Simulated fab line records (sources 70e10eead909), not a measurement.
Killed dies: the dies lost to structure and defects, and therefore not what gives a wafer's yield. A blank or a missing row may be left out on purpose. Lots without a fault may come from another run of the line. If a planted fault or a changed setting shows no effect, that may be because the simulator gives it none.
Chamber matching :: flow nandHarc :: NHARC_A_BONDPAD_STRIP_15 on rieDiel-09 has 4 sister chambers
The step strips in O2. 16 wafers are shown with their chamber, then 8 later ones without.

== WAFERS PAIRED WITH THEIR CHAMBERS ==
wafer: L700.1
chamber: 2
drypumpMotorCurrentA (A): 6.6
throttleValvePct (%): 17.025
chamberPressureMTorr (mTorr): 60.05

wafer: L700.5
chamber: 1
drypumpMotorCurrentA (A): 6.0
throttleValvePct (%): 17.042
chamberPressureMTorr (mTorr): 60.00

wafer: L700.6
chamber: 0
drypumpMotorCurrentA (A): 5.9
throttleValvePct (%): 17.051
chamberPressureMTorr (mTorr): 60.08

wafer: L701.2
chamber: 1
drypumpMotorCurrentA (A): 5.9
throttleValvePct (%): 17.016
chamberPressureMTorr (mTorr): 59.99

wafer: L701.4
chamber: 0
drypumpMotorCurrentA (A): 5.9
throttleValvePct (%): 17.043
chamberPressureMTorr (mTorr): 59.95

wafer: L701.5
chamber: 3
drypumpMotorCurrentA (A): 6.1
throttleValvePct (%): 17.033
chamberPressureMTorr (mTorr): 60.09

wafer: L714.1
chamber: 0
drypumpMotorCurrentA (A): 5.9
throttleValvePct (%): 17.040
chamberPressureMTorr (mTorr): 60.05

wafer: L714.3
chamber: 2
drypumpMotorCurrentA (A): 6.6
throttleValvePct (%): 17.036
chamberPressureMTorr (mTorr): 60.05

wafer: L714.6
chamber: 3
drypumpMotorCurrentA (A): 6.0
throttleValvePct (%): 17.032
chamberPressureMTorr (mTorr): 60.05

wafer: L716.2
chamber: 2
drypumpMotorCurrentA (A): 6.6
throttleValvePct (%): 17.031
chamberPressureMTorr (mTorr): 59.96

wafer: L716.3
chamber: 1
drypumpMotorCurrentA (A): 6.0
throttleValvePct (%): 17.027
chamberPressureMTorr (mTorr): 60.06

wafer: L716.6
chamber: 3
drypumpMotorCurrentA (A): 6.0
throttleValvePct (%): 17.031
chamberPressureMTorr (mTorr): 60.03

wafer: L718.1
chamber: 2
drypumpMotorCurrentA (A): 6.6
throttleValvePct (%): 17.034
chamberPressureMTorr (mTorr): 59.89

wafer: L718.2
chamber: 3
drypumpMotorCurrentA (A): 6.1
throttleValvePct (%): 17.032
chamberPressureMTorr (mTorr): 60.00

wafer: L718.5
chamber: 2
drypumpMotorCurrentA (A): 6.6
throttleValvePct (%): 17.039
chamberPressureMTorr (mTorr): 59.93

wafer: L719.1
chamber: 1
drypumpMotorCurrentA (A): 6.0
throttleValvePct (%): 17.046
chamberPressureMTorr (mTorr): 60.06

SIGNATURES (averages over the wafers above)
reading: drypumpMotorCurrentA
chamber 0: 5.900
chamber 1: 5.975
chamber 2: 6.600
chamber 3: 6.050
scatter within a chamber: 0.0382

reading: throttleValvePct
chamber 0: 17.04467
chamber 1: 17.03275
chamber 2: 17.03300
chamber 3: 17.03200
scatter within a chamber: 0.00793

reading: chamberPressureMTorr
chamber 0: 60.0267
chamber 1: 60.0275
chamber 2: 59.9760
chamber 3: 60.0425
scatter within a chamber: 0.0567
Rule: for a wafer and a chamber, the distance is found by dividing, reading by reading, the gap between the wafer's reading and the chamber's mean by the reading's scatter, squaring, summing and taking the root. If the next closest chamber is less than 2 further off than the closest, the wafer can't be placed; otherwise it belongs to the closest. How the scatter is found: for the shown wafers, subtract from each reading the mean of its chamber, square and add these, divide the total by (wafers less chambers), then take the root.

== WAFERS WITHOUT THEIR CHAMBER ==
wafer: L719.5
drypumpMotorCurrentA (A): 6.0
throttleValvePct (%): 17.023
chamberPressureMTorr (mTorr): 60.12

wafer: L719.6
drypumpMotorCurrentA (A): 6.6
throttleValvePct (%): 17.028
chamberPressureMTorr (mTorr): 60.07

wafer: L722.2
drypumpMotorCurrentA (A): 5.9
throttleValvePct (%): 17.036
chamberPressureMTorr (mTorr): 60.05

wafer: L722.3
drypumpMotorCurrentA (A): 6.6
throttleValvePct (%): 17.041
chamberPressureMTorr (mTorr): 59.93

wafer: L722.4
drypumpMotorCurrentA (A): 6.0
throttleValvePct (%): 17.033
chamberPressureMTorr (mTorr): 60.01

wafer: L723.2
drypumpMotorCurrentA (A): 5.9
throttleValvePct (%): 17.030
chamberPressureMTorr (mTorr): 59.92

wafer: L723.3
drypumpMotorCurrentA (A): 6.0
throttleValvePct (%): 17.039
chamberPressureMTorr (mTorr): 59.99

wafer: L723.6
drypumpMotorCurrentA (A): 6.6
throttleValvePct (%): 17.007
chamberPressureMTorr (mTorr): 59.98

== THE CHAMBER EACH PASSED THROUGH ==
wafer: L719.5
from the rows above: can't be placed: 1 or 3 or 0
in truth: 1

wafer: L719.6
from the rows above: 2
in truth: 2

wafer: L722.2
from the rows above: can't be placed: 0 or 1
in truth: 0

wafer: L722.3
from the rows above: 2
in truth: 2

wafer: L722.4
from the rows above: can't be placed: 1 or 3
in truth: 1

wafer: L723.2
from the rows above: can't be placed: 0 or 1 or 3
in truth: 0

wafer: L723.3
from the rows above: can't be placed: 1 or 3 or 0
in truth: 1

wafer: L723.6
from the rows above: 2
in truth: 2
Placed correctly: 3 of 8. Can't be placed from these rows: 5 (the true chamber is among the candidates in 5). 0 placed wrongly.
